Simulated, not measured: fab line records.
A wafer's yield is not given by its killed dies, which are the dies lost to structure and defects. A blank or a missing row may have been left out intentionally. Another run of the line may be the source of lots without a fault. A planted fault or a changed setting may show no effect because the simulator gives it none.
fab line records	flow nand-harc
record lots=24	wafers=72	last-day=34
route steps=1302 shown P_BONDPAD@367 A_ONON_D1@447 A_CHANNEL_HOLE_D1@476
lots that met no fault: from a run of the same line without faults
start-h: the number of hours between the record's first day and the start of the first shown wafer of the lot	wait-h: how many hours have passed since the lot's step before this one	" identical to the entry in the row above	L1.1+2: one row covering several wafers at once	- either no value or no given start	* or withheld: withheld	< > ~ a bound
route shown NAME@n: a module of which the file shows steps, and the number in the route of the first	usual: average and standard deviation across the fault-free wafers	same: alike in all rows	chamber/n: place in a boat	sites: each site's reading	_std_site: standard deviation across them	_edge_site: mean of outer sites minus mean of inner sites	radius-mm: how far each site lies from the wafer's centre	mask NAME#n: copy n	behind: the most recent tool/chamber to have shaped the wafer	hold: what put the lot on hold/how long, in hours/how the hold closed	device: the n, p or np transistor that did not switch	end of line: tests of these same wafers at the route's end	a step with no rows: only its recipe	killed: not the wafer's yield, but the dies lost to structure and defects at the first sort	map: the dies of a wafer, with x for killed, . for not killed, _ for no die there
set.NAME: the run value of the setting; set.NAME@STEP: its run value at that earlier step	model.NAME: the simulator's own value behind a step, which no gauge read
the route's steps for a sample of lots (tables are steps, rows are wafers)
services: from which hour (start-h, from the record's first day; less than 0 if before it) a tool's chamber was out of use, for how many hours, and why
## steps
# step NHARC_P_BONDPAD_DESCUM_11
# recipe time-s=3	o2-flow-sccm=200	ar-flow-sccm=0	bias-power-w=0	chemistry=O2
# usual drypump-motor-current-A=5.5/0.37	oes-product-au=0.998/0.009	rf-vpp-V=57.9/0.82	showerhead-plenum-p-Torr=1.95/0.085	throttle-valve-pct=11.311/0.0086
# same time-s=3
lot.wafer	tool	chamber	start-h	wait-h	drypump-motor-current-A	oes-product-au	rf-hours-counter-h	rf-vpp-V	showerhead-plenum-p-Torr	throttle-valve-pct
L074.2	rie-diel-13	1	138.56	-	5.3	0.999	4.6	59.0	2.07	11.313
L074.3	"	2	"	"	5.7	1.000	4.2	56.6	1.80	11.297
L074.5	"	1	"	"	5.4	1.007	-	58.3	2.07	11.304
L075.4	rie-diel-10	0	146.57	-	5.9	1.003	3.9	58.8	2.00	11.305
L075.2	"	1	"	"	5.8	0.998	4.4	56.8	1.83	11.305
L075.1	"	2	"	"	5.4	1.002	3.9	58.2	1.89	11.306
L076.1	rie-diel-12	3	158.04	-	5.1	1.007	3.2	57.7	1.90	11.312
L076.2	"	1	"	"	4.7	0.997	4.0	57.4	1.95	11.321
L076.6	"	3	"	"	5.1	1.015	-	57.0	1.90	11.305
L077.2	rie-diel-13	3	162.39	-	5.8	1.004	5.5	58.4	2.05	11.307
L077.5	"	1	"	"	5.4	1.004	-	58.5	2.06	11.310
L077.6	"	2	"	"	5.7	0.999	-	57.6	1.80	11.291
L078.3	rie-diel-12	1	177.61	-	4.7	1.001	5.0	57.2	1.95	11.310
L078.2	"	3	"	"	5.1	1.003	4.5	55.7	1.90	11.305
L078.6	"	1	"	"	4.7	1.002	-	58.1	1.95	11.300
L079.3	rie-diel-13	2	185.48	-	5.6	1.001	0.4	57.9	1.80	11.320
L079.1	"	3	"	"	5.8	0.997	0.3	59.2	2.05	11.322
L079.6	"	2	"	"	5.7	0.997	-	56.9	1.80	11.294
L080.2	rie-diel-13	3	197.34	-	5.8	0.987	0.4	59.8	2.05	11.326
L080.3	"	1	"	"	5.4	0.988	0.5	58.1	2.06	11.324
L080.5	"	3	"	"	5.7	0.996	-	57.6	2.05	11.325
L081.3	rie-diel-10	3	210.95	-	5.7	1.011	6.8	56.7	1.85	11.327
L081.5	"	1	"	"	5.7	0.985	-	58.7	1.83	11.309
L081.6	"	2	"	"	5.5	1.013	-	58.5	1.89	11.314
L082.3	rie-diel-12	2	211.80	-	5.7	1.010	5.5	57.7	2.03	11.317
L082.2	"	3	"	"	5.1	1.021	5.8	57.5	1.90	11.316
L082.4	"	0	"	"	5.7	0.988	5.9	58.6	2.01	11.307
L083.2	rie-diel-10	0	230.46	-	5.9	0.988	8.8	57.7	1.99	11.316
L083.5	"	1	"	"	5.8	0.982	-	58.8	1.83	11.313
L083.6	"	2	"	"	5.4	1.005	-	57.6	1.89	11.318
L084.4	rie-diel-12	2	237.74	-	5.7	1.000	6.6	57.4	2.03	11.314
L084.2	"	3	"	"	5.1	1.006	7.4	57.9	1.90	11.309
L084.1	"	0	"	"	5.6	0.989	7.5	58.0	2.01	11.300
L085.1	rie-diel-12	3	245.88	-	5.1	0.997	7.7	58.2	1.90	11.301
L085.3	"	0	"	"	5.6	0.985	7.9	59.8	2.01	11.302
L085.6	"	2	"	"	5.7	0.978	-	59.7	2.03	11.307
L086.1	rie-diel-13	1	264.75	-	5.4	0.997	2.0	57.9	2.06	11.325
L086.6	"	1	"	"	5.4	1.002	-	57.8	2.06	11.314
L086.5	"	2	"	"	5.7	1.001	-	57.9	1.80	11.309
L087.4	rie-diel-13	1	268.77	-	5.4	0.985	2.1	58.5	2.06	11.314
L087.3	"	0	"	"	5.1	1.012	2.2	59.1	1.93	11.301
L087.6	"	2	"	"	5.7	0.992	-	57.3	1.80	11.311
L088.3	rie-diel-12	3	278.68	-	5.2	0.997	0	57.7	1.90	11.315
L088.5	"	2	"	"	5.7	1.005	-	56.8	2.03	11.329
L088.6	"	3	"	"	5.1	0.996	-	59.1	1.90	11.319
L089.3	rie-diel-12	1	288.52	-	4.7	0.981	0.6	58.5	1.95	11.310
L089.4	"	2	"	"	5.7	1.008	0.6	59.2	2.03	11.316
L089.6	"	1	"	"	4.6	0.986	-	58.4	1.95	11.325
L090.4	rie-diel-12	1	300.52	-	4.7	0.990	1.6	57.8	1.95	11.315
L090.2	"	0	"	"	5.7	0.993	1.4	57.6	2.01	11.303
L090.5	"	2	"	"	5.7	1.008	-	58.0	2.03	11.309
L091.3	rie-diel-10	1	301.74	-	5.8	1.006	1.8	57.3	1.83	11.311
L091.2	"	3	"	"	5.7	1.015	1.5	56.1	1.85	11.311
L091.1	"	0	"	"	5.9	0.996	1.4	57.1	1.99	11.314
L092.4	rie-diel-10	1	313.54	-	5.8	1.004	2.9	58.6	1.83	11.317
L092.6	"	0	"	"	5.9	0.998	-	57.9	1.99	11.293
L092.5	"	1	"	"	5.8	1.000	-	56.5	1.83	11.332
L094.3	rie-diel-10	2	329.05	-	5.5	0.991	3.8	58.2	1.89	11.319
L094.1	"	3	"	"	5.7	1.001	2.9	58.0	1.85	11.297
L094.2	"	1	"	"	5.8	0.988	3.8	58.2	1.83	11.301
L093.3	rie-diel-12	3	330.61	-	5.2	0.995	1.9	57.8	1.90	11.299
L093.4	"	1	"	"	4.7	0.980	2.8	57.7	1.95	11.316
L093.1	"	2	"	"	5.8	1.003	2.3	58.1	2.03	11.306
L095.4	rie-diel-12	3	342.27	-	5.1	0.997	2.3	58.2	1.90	11.312
L095.5	"	2	"	"	5.7	1.005	-	57.5	2.03	11.315
L095.6	"	3	"	"	5.2	1.003	-	59.7	1.90	11.320
L097.2	rie-diel-13	3	372.45	-	5.8	0.992	0.3	59.0	2.05	11.322
L097.3	"	0	"	"	5.1	1.006	0.3	59.0	1.93	11.306
L097.5	"	0	"	"	5.1	1.006	-	58.6	1.93	11.319
L096.2	rie-diel-12	2	373.34	-	5.7	1.006	4.7	57.3	2.03	11.310
L096.3	"	3	"	"	5.1	0.990	4.1	56.4	1.90	11.306
L096.6	"	1	"	"	4.7	0.988	-	59.1	1.95	11.322
# step NHARC_P_BONDPAD_PVD_17
# recipe target-thk-a=50	bias-v=168.6	power-w=15000	chamber-pressure-pa=0.12	time-s=8.06	substrate-temp-c=50	material=TaN
# usual throttle-valve-pct=29.9/0.93
# same time-s=8.06
lot.wafer	tool	chamber	start-h	wait-h	throttle-valve-pct
L074.3	pvd-sputter-01	-	-	-	31.4
L074.2	"	-	"	"	29.7
L074.5	"	-	"	"	31.2
L075.2	pvd-sputter-02	-	-	-	29.9
L075.1	"	-	"	"	30.0
L075.4	"	-	"	"	29.1
L076.2	pvd-sputter-01	-	-	-	29.4
L076.1	"	-	"	"	29.7
L076.6	"	-	"	"	29.5
L077.2	pvd-sputter-02	-	-	-	29.0
L077.5	"	-	"	"	29.9
L077.6	"	-	"	"	31.5
L078.2	pvd-sputter-01	-	-	-	29.5
L078.3	"	-	"	"	31.3
L078.6	"	-	"	"	31.5
L079.3	pvd-sputter-01	-	-	-	29.0
L079.1	"	-	"	"	29.8
L079.6	"	-	"	"	28.8
L080.2	pvd-sputter-03	-	-	-	31.2
L080.3	"	-	"	"	28.5
L080.5	"	-	"	"	31.3
L081.3	pvd-sputter-02	-	-	-	29.0
L081.5	"	-	"	"	29.0
L081.6	"	-	"	"	29.8
L082.4	pvd-sputter-01	-	-	-	28.6
L082.2	"	-	"	"	29.4
L082.3	"	-	"	"	31.5
L083.2	pvd-sputter-02	-	-	-	31.1
L083.6	"	-	"	"	28.8
L083.5	"	-	"	"	30.1
L084.4	pvd-sputter-02	-	-	-	28.9
L084.2	"	-	"	"	29.9
L084.1	"	-	"	"	31.5
L085.3	pvd-sputter-03	-	-	-	28.5
L085.1	"	-	"	"	30.8
L085.6	"	-	"	"	28.9
L086.1	pvd-sputter-03	-	-	-	28.4
L086.6	"	-	"	"	30.8
L086.5	"	-	"	"	28.6
L087.4	pvd-sputter-01	-	-	-	29.0
L087.3	"	-	"	"	30.4
L087.6	"	-	"	"	29.7
L088.3	pvd-sputter-01	-	-	-	29.4
L088.5	"	-	"	"	30.2
L088.6	"	-	"	"	30.4
L089.3	pvd-sputter-01	-	-	-	30.4
L089.4	"	-	"	"	30.6
L089.6	"	-	"	"	29.0
L090.4	pvd-sputter-01	-	-	-	28.9
L090.2	"	-	"	"	30.5
L090.5	"	-	"	"	29.6
L091.3	pvd-sputter-01	-	-	-	29.8
L091.2	"	-	"	"	29.1
L091.1	"	-	"	"	30.2
L092.4	pvd-sputter-03	-	-	-	28.7
L092.5	"	-	"	"	28.6
L092.6	"	-	"	"	31.4
L094.3	pvd-sputter-02	-	-	-	31.1
L094.1	"	-	"	"	29.1
L094.2	"	-	"	"	29.1
L093.1	pvd-sputter-03	-	-	-	30.7
L093.4	"	-	"	"	31.4
L093.3	"	-	"	"	28.6
L095.4	pvd-sputter-02	-	-	-	29.3
L095.6	"	-	"	"	31.1
L095.5	"	-	"	"	29.0
L097.3	pvd-sputter-01	-	-	-	28.9
L097.2	"	-	"	"	30.3
L097.5	"	-	"	"	30.4
L096.2	pvd-sputter-01	-	-	-	30.2
L096.3	"	-	"	"	29.7
L096.6	"	-	"	"	30.3
# step NHARC_P_BONDPAD_ANNEAL_28
# recipe temp-c=225	time-s=90
# usual wafer_temp_C_max=226.05/0.27
# same time-s=90
lot.wafer	tool	chamber	start-h	wait-h	wafer_temp_C_max
L074.2	rtp-anneal-01	0	140.45	-	225.86
L074.3	"	0	"	"	225.77
L074.5	"	0	"	"	226.25
L075.1	rtp-anneal-01	0	148.24	0.3	226.08
L075.2	"	0	"	"	226.42
L075.4	"	0	"	"	226.18
L076.1	rtp-anneal-01	0	159.72	-	226.64
L076.2	"	0	"	"	226.34
L076.6	"	0	"	"	225.89
L077.2	rtp-anneal-02	0	164.10	-	225.87
L077.5	"	0	"	"	225.75
L077.6	"	0	"	"	225.87
L078.2	rtp-anneal-01	0	179.33	-	225.78
L078.3	"	0	"	"	226.19
L078.6	"	0	"	"	226.06
L079.1	rtp-anneal-02	0	187.17	0.3	226.06
L079.3	"	0	"	"	225.87
L079.6	"	0	"	"	226.10
L080.2	rtp-anneal-02	0	199.34	0.4	225.63
L080.3	"	0	"	"	225.77
L080.5	"	0	"	"	226.35
L081.3	rtp-anneal-02	0	212.76	0.3	226.02
L081.5	"	0	"	"	226.09
L081.6	"	0	"	"	226.14
L082.2	rtp-anneal-01	0	213.54	-	226.61
L082.3	"	0	"	"	225.91
L082.4	"	0	"	"	226.13
L083.2	rtp-anneal-01	0	232.17	0.4	226.41
L083.5	"	0	"	"	226.28
L083.6	"	0	"	"	226.27
L084.1	rtp-anneal-01	0	239.41	0.3	225.62
L084.2	"	0	"	"	225.60
L084.4	"	0	"	"	225.65
L085.1	rtp-anneal-01	0	247.55	0.3	225.92
L085.3	"	0	"	"	226.17
L085.6	"	0	"	"	226.33
L086.1	rtp-anneal-02	0	266.42	-	225.74
L086.5	"	0	"	"	225.64
L086.6	"	0	"	"	225.93
L087.3	rtp-anneal-01	0	270.59	-	226.11
L087.4	"	0	"	"	226.29
L087.6	"	0	"	"	225.78
L088.3	rtp-anneal-02	0	280.44	-	225.84
L088.5	"	0	"	"	226.11
L088.6	"	0	"	"	226.11
L089.3	rtp-anneal-02	0	290.43	0.3	226.21
L089.4	"	0	"	"	225.94
L089.6	"	0	"	"	226.44
L090.2	rtp-anneal-01	0	302.29	-	226.11
L090.4	"	0	"	"	225.83
L090.5	"	0	"	"	225.85
L091.1	rtp-anneal-02	0	303.43	-	225.78
L091.2	"	0	"	"	226.17
L091.3	"	0	"	"	225.99
L092.4	rtp-anneal-01	0	315.36	-	225.76
L092.5	"	0	"	"	226.23
L092.6	"	0	"	"	225.97
L094.1	rtp-anneal-01	0	330.77	-	226.36
L094.2	"	0	"	"	226.30
L094.3	"	0	"	"	225.81
L093.1	rtp-anneal-01	0	332.29	0.3	226.00
L093.3	"	0	"	"	226.08
L093.4	"	0	"	"	226.07
L095.4	rtp-anneal-02	0	344.13	0.3	226.45
L095.5	"	0	"	"	225.95
L095.6	"	0	"	"	226.40
L097.2	rtp-anneal-02	0	374.37	0.5	226.15
L097.3	"	0	"	"	225.55
L097.5	"	0	"	"	226.21
L096.2	rtp-anneal-02	0	375.05	0.3	226.25
L096.3	"	0	"	"	226.03
L096.6	"	0	"	"	226.44
# step NHARC_A_ONON_D1_THK_MEAS_34
# recipe thk-meas-gauge=ellipsometry
# usual thk-nm=199.8/2.6
lot.wafer	tool	chamber	start-h	wait-h	thk-nm
L074.2	film-metro-02	-	177.81	-	201.9
L074.3	"	-	"	"	200.6
L074.5	"	-	"	"	205.1
L075.1	film-metro-01	-	185.13	-	198.5
L075.2	"	-	"	"	197.5
L075.4	"	-	"	"	199.8
L077.2	film-metro-01	-	197.76	-	197.0
L077.5	"	-	"	"	201.8
L077.6	"	-	"	"	203.7
L076.1	film-metro-01	-	197.79	-	200.8
L076.2	"	-	"	"	198.5
L076.6	"	-	"	"	200.3
L078.2	film-metro-01	-	217.39	-	198.9
L078.3	"	-	"	"	196.3
L078.6	"	-	"	"	199.5
L079.1	film-metro-01	-	224.55	-	194.8
L079.3	"	-	"	"	196.3
L079.6	"	-	"	"	201.6
L080.2	film-metro-02	-	240.31	-	194.8
L080.3	"	-	"	"	201.5
L080.5	"	-	"	"	199.2
L082.2	film-metro-02	-	254.95	-	196.6
L082.3	"	-	"	"	196.1
L082.4	"	-	"	"	202.0
L081.3	film-metro-02	-	255.13	0.3	197.8
L081.5	"	-	"	"	199.9
L081.6	"	-	"	"	200.3
L083.2	film-metro-02	-	269.31	-	197.5
L083.5	"	-	"	"	202.8
L083.6	"	-	"	"	199.5
L084.1	film-metro-02	-	275.96	-	197.4
L084.2	"	-	"	"	199.2
L084.4	"	-	"	"	200.9
L085.1	film-metro-02	-	285.82	-	199.9
L085.3	"	-	"	"	199.7
L085.6	"	-	"	"	202.6
L086.1	film-metro-02	-	305.16	-	196.8
L086.5	"	-	"	"	200.4
L086.6	"	-	"	"	202.2
L087.3	film-metro-02	-	305.18	-	201.7
L087.4	"	-	"	"	198.9
L087.6	"	-	"	"	200.2
L088.3	film-metro-01	-	317.86	-	200.9
L088.5	"	-	"	"	201.2
L088.6	"	-	"	"	202.7
L089.3	film-metro-02	-	331.78	-	198.4
L089.4	"	-	"	"	199.6
L089.6	"	-	"	"	200.0
L090.2	film-metro-02	-	342.33	-	200.4
L090.4	"	-	"	"	204.7
L090.5	"	-	"	"	202.6
L091.1	film-metro-02	-	342.34	-	199.1
L091.2	"	-	"	"	196.5
L091.3	"	-	"	"	201.0
L092.4	film-metro-02	-	351.87	-	200.0
L092.5	"	-	"	"	199.1
L092.6	"	-	"	"	204.5
L093.1	film-metro-01	-	369.25	-	198.1
L093.3	"	-	"	"	196.8
L093.4	"	-	"	"	198.8
L094.1	film-metro-01	-	369.49	-	195.2
L094.2	"	-	"	"	201.3
L094.3	"	-	"	"	198.9
L095.4	film-metro-01	-	383.89	-	196.7
L095.5	"	-	"	"	196.9
L095.6	"	-	"	"	198.3
L096.2	film-metro-01	-	412.47	-	198.0
L096.3	"	-	"	"	200.5
L096.6	"	-	"	"	200.8
L097.2	film-metro-01	-	412.74	-	197.9
L097.3	"	-	"	"	198.9
L097.5	"	-	"	"	201.5
# step NHARC_A_CHANNEL_HOLE_D1_ETCH_24
# recipe bias-v=5000	source-w=withheld	pressure-mtorr=20	time-s=906.2	ar-flow-sccm=375	c4f8-flow-sccm=93.8	o2-flow-sccm=31.2	temp-c=-20	target-depth-a=15000	chemistry=C4F8/O2/Ar
# usual drypump-motor-current-A=6.1/0.52	showerhead-plenum-p-Torr=3.67/0.12	throttle-valve-pct=32.236/0.0092
# same time-s=906.2
lot.wafer	tool	chamber	start-h	wait-h	drypump-motor-current-A	rf-hours-counter-h	showerhead-plenum-p-Torr	throttle-valve-pct
L074.2	har-etch-01	0	184.50	0.6	6.2	93	3.72	32.235
L074.3	"	1	"	"	5.4	-	3.73	32.237
L074.5	"	1	"	"	5.3	-	3.73	32.237
L075.1	har-etch-02	0	194.12	0.6	6.8	290	3.61	32.244
L075.2	"	1	"	"	6.2	305	3.41	32.245
L075.4	"	0	"	"	6.7	-	3.61	32.242
L077.2	har-etch-02	1	206.41	0.6	6.2	313	3.40	32.247
L077.5	"	0	"	"	6.8	-	3.61	32.242
L077.6	"	1	"	"	6.2	-	3.40	32.226
L076.1	har-etch-01	1	209.65	0.6	5.3	108	3.72	32.238
L076.2	"	0	"	"	6.2	108	3.72	32.229
L076.6	"	1	"	"	5.3	-	3.72	32.242
L078.2	har-etch-02	0	223.72	0.6	6.8	301	3.61	32.268
L078.3	"	1	"	"	6.2	-	3.40	32.250
L078.6	"	1	"	"	6.2	-	3.40	32.239
L079.1	har-etch-02	1	234.88	0.6	6.2	325	3.40	32.243
L079.3	"	1	"	"	6.2	-	3.40	32.238
L079.6	"	0	"	"	6.7	-	3.60	32.235
L080.2	har-etch-01	1	247.28	0.6	5.4	123	3.71	32.225
L080.3	"	1	"	"	5.4	-	3.71	32.237
L080.5	"	1	"	"	5.4	-	3.71	32.217
L082.2	har-etch-02	0	264.57	1.2	6.7	-	3.59	32.218
L082.3	"	0	"	"	6.7	-	3.59	32.239
L082.4	"	0	"	"	6.7	-	3.59	32.242
L081.3	har-etch-01	1	265.11	0.6	5.3	-	3.70	32.240
L081.5	"	1	"	"	5.3	-	3.70	32.245
L081.6	"	0	"	"	6.2	-	3.70	32.225
L083.2	har-etch-01	1	277.45	0.6	5.4	150	3.69	32.240
L083.6	"	1	"	"	5.4	-	3.69	32.228
L083.5	"	0	"	"	6.2	-	3.69	32.238
L084.1	har-etch-02	0	282.13	0.6	6.8	343	3.58	32.231
L084.2	"	1	"	"	6.2	343	3.93	32.239
L084.4	"	0	"	"	6.7	-	3.58	32.243
L085.1	har-etch-01	0	296.66	0.6	6.2	161	3.69	32.222
L085.3	"	0	"	"	6.2	-	3.69	32.244
L085.6	"	1	"	"	5.4	-	3.69	32.237
L087.3	har-etch-02	0	314.08	0.6	6.8	-	3.58	32.234
L087.4	"	1	"	"	6.2	-	3.92	32.224
L087.6	"	0	"	"	6.8	-	3.58	32.221
L086.1	har-etch-01	0	315.94	0.6	6.2	169	3.68	32.235
L086.5	"	0	"	"	6.2	-	3.68	32.232
L086.6	"	1	"	"	5.3	-	3.68	32.234
L088.3	har-etch-01	0	324.66	0.6	6.2	-	3.68	32.224
L088.6	"	1	"	"	5.3	-	3.68	32.230
L088.5	"	0	"	"	6.2	-	3.68	32.233
L089.4	har-etch-01	1	341.39	0.6	5.3	-	3.68	32.223
L089.3	"	0	"	"	6.2	-	3.68	32.236
L089.6	"	0	"	"	6.2	-	3.68	32.240
L090.2	har-etch-01	0	348.76	0.6	6.2	189	3.67	32.233
L090.4	"	0	"	"	6.2	-	3.67	32.234
L090.5	"	1	"	"	5.3	-	3.67	32.243
L091.1	har-etch-02	0	348.87	0.6	6.7	381	3.56	32.246
L091.2	"	1	"	"	6.2	382	3.90	32.231
L091.3	"	1	"	"	6.2	-	3.90	32.243
L092.4	har-etch-01	0	358.48	0.6	6.2	-	3.67	32.236
L092.6	"	0	"	"	6.2	-	3.67	32.252
L092.5	"	1	"	"	5.3	-	3.67	32.245
L093.1	har-etch-01	1	375.58	0.6	5.3	204	3.67	32.253
L093.4	"	0	"	"	6.2	-	3.66	32.245
L093.3	"	1	"	"	5.4	-	3.66	32.245
L094.2	har-etch-02	1	376.62	0.6	6.2	397	3.90	32.231
L094.1	"	0	"	"	6.7	397	3.56	32.232
L094.3	"	0	"	"	6.7	-	3.56	32.211
L095.4	har-etch-01	0	396.00	0.6	6.2	-	3.66	32.239
L095.5	"	1	"	"	5.3	-	3.66	32.237
L095.6	"	0	"	"	6.2	-	3.66	32.234
L096.2	har-etch-01	1	418.92	0.6	5.3	230	3.65	32.222
L096.3	"	0	"	"	6.2	-	3.65	32.241
L096.6	"	0	"	"	6.2	-	3.65	32.227
L097.2	har-etch-02	1	419.97	0.6	6.2	17	3.89	32.229
L097.3	"	0	"	"	6.7	-	3.92	32.241
L097.5	"	1	"	"	6.2	-	3.89	32.232
# step NHARC_A_CHANNEL_HOLE_D1_ETCH_44
# recipe target-depth-a=1400	overetch-a=140	time-s=77	ion-energy-ev=100	cf4-flow-sccm=80	o2-flow-sccm=20	ar-flow-sccm=0	rf-w=300	bias-w=100	chemistry=CF4/O2
# usual drypump-motor-current-A=5.5/0.53	oes-product-au=0.999/0.0084	rf-vpp-V=197.5/1.5	showerhead-plenum-p-Torr=1.32/0.06	throttle-valve-pct=13.398/0.0094
# same time-s=77
lot.wafer	tool	chamber	start-h	wait-h	drypump-motor-current-A	oes-product-au	rf-hours-counter-h	rf-vpp-V	showerhead-plenum-p-Torr	throttle-valve-pct
L074.3	rie-diel-06	3	186.98	0.1	5.5	1.006	5	199.1	1.41	13.404
L074.2	"	1	"	"	5.7	0.995	5	196.5	1.31	13.395
L074.5	"	2	"	"	4.7	1.011	-	198.4	1.31	13.384
L075.2	rie-diel-06	1	196.74	0.1	5.6	0.994	5	197.0	1.31	13.399
L075.1	"	2	"	"	4.7	1.009	6	197.7	1.30	13.402
L075.4	"	3	"	"	5.5	0.988	5	198.6	1.41	13.411
L077.2	rie-diel-04	2	208.88	0.1	5.7	1.015	5	198.6	1.35	13.393
L077.6	"	0	"	"	5.2	1.001	-	195.4	1.28	13.411
L077.5	"	1	"	"	5.4	1.013	-	200.4	1.44	13.401
L076.2	rie-diel-06	0	212.74	0.5	6.1	0.992	5	195.9	1.26	13.375
L076.1	"	1	"	"	5.7	0.985	7	199.4	1.31	13.398
L076.6	"	0	"	"	6.1	0.997	-	195.6	1.26	13.394
L078.2	rie-diel-06	0	226.37	0.0	6.1	1.007	6	196.8	1.26	13.393
L078.3	"	1	"	"	5.7	0.992	8	197.7	1.30	13.399
L078.6	"	1	"	"	5.6	0.996	-	197.5	1.30	13.406
L079.3	rie-diel-06	0	237.47	0.0	6.1	0.992	8	196.1	1.26	13.403
L079.1	"	1	"	"	5.6	0.990	9	196.8	1.30	13.394
L079.6	"	1	"	"	5.6	1.004	-	196.7	1.30	13.388
L080.2	rie-diel-06	2	249.79	0.1	4.7	0.996	10	197.6	1.30	13.385
L080.3	"	0	"	"	6.1	0.995	9	195.1	1.26	13.384
L080.5	"	1	"	"	5.6	0.987	-	197.2	1.30	13.408
L081.3	rie-diel-06	2	267.45	0.1	4.7	1.003	11	197.8	1.30	13.392
L081.6	"	1	"	"	5.7	0.993	-	196.9	1.30	13.404
L081.5	"	2	"	"	4.7	1.005	-	197.7	1.30	13.393
L082.2	rie-diel-06	3	268.95	0.1	5.5	1.008	9	198.8	1.41	13.400
L082.4	"	0	"	"	6.1	1.005	10	197.7	1.25	13.417
L082.3	"	2	"	"	4.7	1.005	11	197.9	1.30	13.377
L083.2	rie-diel-05	2	280.06	0.1	6.3	0.980	11	197.1	1.28	13.413
L083.6	"	0	"	"	5.5	1.001	-	198.9	1.39	13.394
L083.5	"	1	"	"	6.7	0.989	-	196.7	1.31	13.410
L084.1	rie-diel-06	3	284.72	0.1	5.5	0.994	10	199.6	1.41	13.374
L084.4	"	0	"	"	6.1	0.999	12	195.3	1.25	13.389
L084.2	"	1	"	"	5.7	1.001	13	196.7	1.30	13.395
L085.1	rie-diel-06	3	299.27	0.1	5.5	0.991	11	198.7	1.41	13.402
L085.3	"	0	"	"	6.1	0.999	12	196.7	1.25	13.407
L085.6	"	2	"	"	4.7	1.005	-	197.8	1.30	13.403
L087.4	rie-diel-04	0	316.50	0.1	5.2	1.007	45	197.3	1.27	13.390
L087.3	"	1	"	"	5.4	0.999	43	201.0	1.44	13.412
L087.6	"	1	"	"	5.4	0.994	-	199.3	1.44	13.398
L086.1	rie-diel-06	0	318.54	0.1	6.1	0.991	0	195.8	1.25	13.410
L086.6	"	2	"	"	4.7	1.002	-	196.7	1.30	13.398
L086.5	"	3	"	"	5.5	1.006	-	199.8	1.41	13.405
L088.3	rie-diel-06	1	326.89	0.1	5.7	1.008	1	197.0	1.30	13.410
L088.5	"	2	"	"	4.7	1.010	-	197.9	1.30	13.401
L088.6	"	3	"	"	5.5	0.992	-	199.5	1.41	13.408
L089.3	rie-diel-06	3	343.77	0.1	5.5	0.985	2	198.8	1.41	13.404
L089.6	"	3	"	"	5.5	0.986	-	199.9	1.41	13.395
L089.4	"	1	"	"	5.7	0.994	-	197.1	1.30	13.397
L090.4	rie-diel-06	1	351.23	0.0	5.7	1.003	3	196.9	1.30	13.400
L090.2	"	0	"	"	6.1	1.012	3	196.5	1.25	13.376
L090.5	"	1	"	"	5.7	1.004	-	197.1	1.30	13.388
L091.2	rie-diel-04	0	351.47	0.0	5.2	1.005	53	198.1	1.27	13.407
L091.1	"	1	"	"	5.3	0.992	53	198.6	1.43	13.392
L091.3	"	3	"	"	6.2	0.995	56	197.2	1.33	13.401
L092.6	rie-diel-06	3	360.87	0.1	5.5	1.002	-	197.9	1.41	13.387
L092.5	"	0	"	"	6.1	0.987	-	196.3	1.25	13.408
L092.4	"	2	"	"	4.7	1.013	-	197.8	1.30	13.392
L093.1	rie-diel-06	3	378.06	0.1	5.5	0.996	5	198.8	1.41	13.416
L093.4	"	0	"	"	6.1	1.004	5	194.5	1.25	13.398
L093.3	"	1	"	"	5.7	1.014	5	198.0	1.30	13.393
L094.3	rie-diel-06	0	379.21	0.1	6.1	0.994	5	196.0	1.25	13.392
L094.1	"	1	"	"	5.7	1.000	5	197.6	1.30	13.405
L094.2	"	3	"	"	5.5	0.994	5	200.2	1.41	13.398
L095.5	rie-diel-05	2	398.40	0.1	6.3	0.977	-	196.5	1.27	13.396
L095.4	"	3	"	"	4.9	1.004	-	196.5	1.24	13.415
L095.6	"	1	"	"	6.6	0.993	-	195.8	1.30	13.400
L096.3	rie-diel-05	3	421.39	0.1	4.9	0.997	1	199.6	1.45	13.405
L096.2	"	2	"	"	6.3	1.008	1	196.7	1.27	13.391
L096.6	"	0	"	"	5.5	1.024	-	198.1	1.38	13.407
L097.3	rie-diel-06	2	422.43	0.1	4.7	1.001	10	197.4	1.30	13.396
L097.2	"	1	"	"	5.7	1.013	9	195.9	1.30	13.394
L097.5	"	2	"	"	4.7	1.002	-	194.2	1.30	13.402
## services
tool	chamber	start-h	hours	kind
rie-diel-13	2	126.40	2.8	repair
rie-diel-06	-	130.23	9.0	pm
rie-diel-12	2	138.24	9.5	repair
rie-diel-06	0	155.08	11.2	repair
rie-diel-13	-	165.00	9.0	pm
rie-diel-12	0	172.67	4.4	repair
rie-diel-13	0	185.63	3.0	repair
pvd-sputter-01	-	187.57	3.2	repair
rie-diel-12	0	207.20	2.0	repair
pvd-sputter-01	-	226.00	10.0	pm
rie-diel-13	-	233.71	4.9	repair
rie-diel-06	3	239.80	15.4	repair
rie-diel-12	-	268.40	9.0	pm
rie-diel-06	-	295.51	0.4	repair
pvd-sputter-01	-	297.65	1.4	repair
rie-diel-06	-	307.23	9.0	pm
rie-diel-06	2	339.84	5.7	repair
rie-diel-06	1	360.44	3.1	repair
rtp-anneal-01	-	372.00	12.0	pm
har-etch-02	-	380.05	17.0	pm
rie-diel-06	3	386.79	6.9	repair
pvd-sputter-01	-	394.95	2.1	repair
rie-diel-06	3	403.08	7.4	repair
pvd-sputter-01	-	404.00	10.0	pm
## key
fault none
